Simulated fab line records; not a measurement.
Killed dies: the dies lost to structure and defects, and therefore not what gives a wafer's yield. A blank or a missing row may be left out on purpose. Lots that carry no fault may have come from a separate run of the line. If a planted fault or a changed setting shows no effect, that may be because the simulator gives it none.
Chamber matching :: flow nand harc :: 3 sister chambers for NHARC_A_STAIRCASE_DEP_417 on pecvd-01
The step deposits Si3N4, target thk 60 nm. 20 wafers are shown with their chamber, then 10 later ones without.

WAFERS WITH THEIR CHAMBER
wafer: L074.1
chamber: 2
showerhead vpp V (V): 1272
heater power w (W): 927
susceptor temp C (C): 399.72

wafer: L074.2
chamber: 0
showerhead vpp V (V): 1209
heater power w (W): 752
susceptor temp C (C): 399.69

wafer: L074.3
chamber: 1
showerhead vpp V (V): 1296
heater power w (W): 773
susceptor temp C (C): 399.85

wafer: L078.1
chamber: 0
showerhead vpp V (V): 1213
heater power w (W): 665
susceptor temp C (C): 399.79

wafer: L078.4
chamber: 1
showerhead vpp V (V): 1302
heater power w (W): 646
susceptor temp C (C): 399.92

wafer: L078.5
chamber: 2
showerhead vpp V (V): 1281
heater power w (W): 851
susceptor temp C (C): 399.74

wafer: L080.1
chamber: 1
showerhead vpp V (V): 1309
heater power w (W): 779
susceptor temp C (C): 399.99

wafer: L080.2
chamber: 2
showerhead vpp V (V): 1264
heater power w (W): 832
susceptor temp C (C): 399.99

wafer: L080.4
chamber: 2
showerhead vpp V (V): 1269
heater power w (W): 832
susceptor temp C (C): 400.19

wafer: L082.2
chamber: 1
showerhead vpp V (V): 1314
heater power w (W): 724
susceptor temp C (C): 399.91

wafer: L082.5
chamber: 1
showerhead vpp V (V): 1286
heater power w (W): 738
susceptor temp C (C): 400.22

wafer: L082.6
chamber: 0
showerhead vpp V (V): 1217
heater power w (W): 687
susceptor temp C (C): 400.11

wafer: L081.2
chamber: 1
showerhead vpp V (V): 1308
heater power w (W): 751
susceptor temp C (C): 400.14

wafer: L081.3
chamber: 2
showerhead vpp V (V): 1274
heater power w (W): 798
susceptor temp C (C): 399.93

wafer: L081.6
chamber: 2
showerhead vpp V (V): 1257
heater power w (W): 791
susceptor temp C (C): 400.15

wafer: L089.1
chamber: 0
showerhead vpp V (V): 1230
heater power w (W): 620
susceptor temp C (C): 399.70

wafer: L089.2
chamber: 1
showerhead vpp V (V): 1311
heater power w (W): 743
susceptor temp C (C): 399.85

wafer: L089.4
chamber: 2
showerhead vpp V (V): 1271
heater power w (W): 711
susceptor temp C (C): 399.95

wafer: L090.2
chamber: 2
showerhead vpp V (V): 1286
heater power w (W): 740
susceptor temp C (C): 400.08

wafer: L090.3
chamber: 0
showerhead vpp V (V): 1210
heater power w (W): 685
susceptor temp C (C): 399.86

SIGNATURES (means of the wafers above)
reading: showerhead vpp V
chamber 0: 1215.80
chamber 1: 1303.71
chamber 2: 1271.75
scatter within a chamber: 9.24

reading: heater power w
chamber 0: 681.80
chamber 1: 736.29
chamber 2: 810.25
scatter within a chamber: 55.5

reading: susceptor temp C
chamber 0: 399.8300
chamber 1: 399.9829
chamber 2: 399.9688
scatter within a chamber: 0.163
Rule: distance of a wafer from a chamber = root of the sum over the readings of ((wafer's reading minus chamber's mean) / reading's scatter) squared. The wafer belongs to the nearest chamber; if the next one is less than 2 further off, it can't be placed. The scatter: take each reading less its chamber's mean, square it, sum over the shown wafers, divide by the number of wafers less the number of chambers, and take the root.

WAFERS WHOSE CHAMBER IS MISSING
wafer: L090.6
showerhead vpp V (V): 1346
heater power w (W): 805
susceptor temp C (C): 399.97

wafer: L093.1
showerhead vpp V (V): 1299
heater power w (W): 792
susceptor temp C (C): 399.98

wafer: L093.3
showerhead vpp V (V): 1206
heater power w (W): 704
susceptor temp C (C): 400.17

wafer: L093.5
showerhead vpp V (V): 1290
heater power w (W): 725
susceptor temp C (C): 399.93

wafer: L094.3
showerhead vpp V (V): 1317
heater power w (W): 731
susceptor temp C (C): 399.93

wafer: L094.4
showerhead vpp V (V): 1290
heater power w (W): 744
susceptor temp C (C): 399.77

wafer: L094.5
showerhead vpp V (V): 1200
heater power w (W): 736
susceptor temp C (C): 400.15

wafer: L095.1
showerhead vpp V (V): 1282
heater power w (W): 758
susceptor temp C (C): 399.85

wafer: L095.4
showerhead vpp V (V): 1316
heater power w (W): 808
susceptor temp C (C): 399.53

wafer: L095.5
showerhead vpp V (V): 1284
heater power w (W): 764
susceptor temp C (C): 399.54

WHICH CHAMBER EACH ONE RAN IN
wafer: L090.6
from the rows above: 1
in truth: 1

wafer: L093.1
from the rows above: can't be placed: 1 or 2
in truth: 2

wafer: L093.3
from the rows above: 0
in truth: 0

wafer: L093.5
from the rows above: can't be placed: 1 or 2
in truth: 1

wafer: L094.3
from the rows above: 1
in truth: 1

wafer: L094.4
from the rows above: can't be placed: 1 or 2
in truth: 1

wafer: L094.5
from the rows above: 0
in truth: 0

wafer: L095.1
from the rows above: can't be placed: 2 or 1
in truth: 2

wafer: L095.4
from the rows above: 1
in truth: 1

wafer: L095.5
from the rows above: can't be placed: 2 or 1
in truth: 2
5 of 10 placed correctly. Can't be placed from these rows: 5 (the true chamber is among the candidates in 5). Placed wrongly: 0.
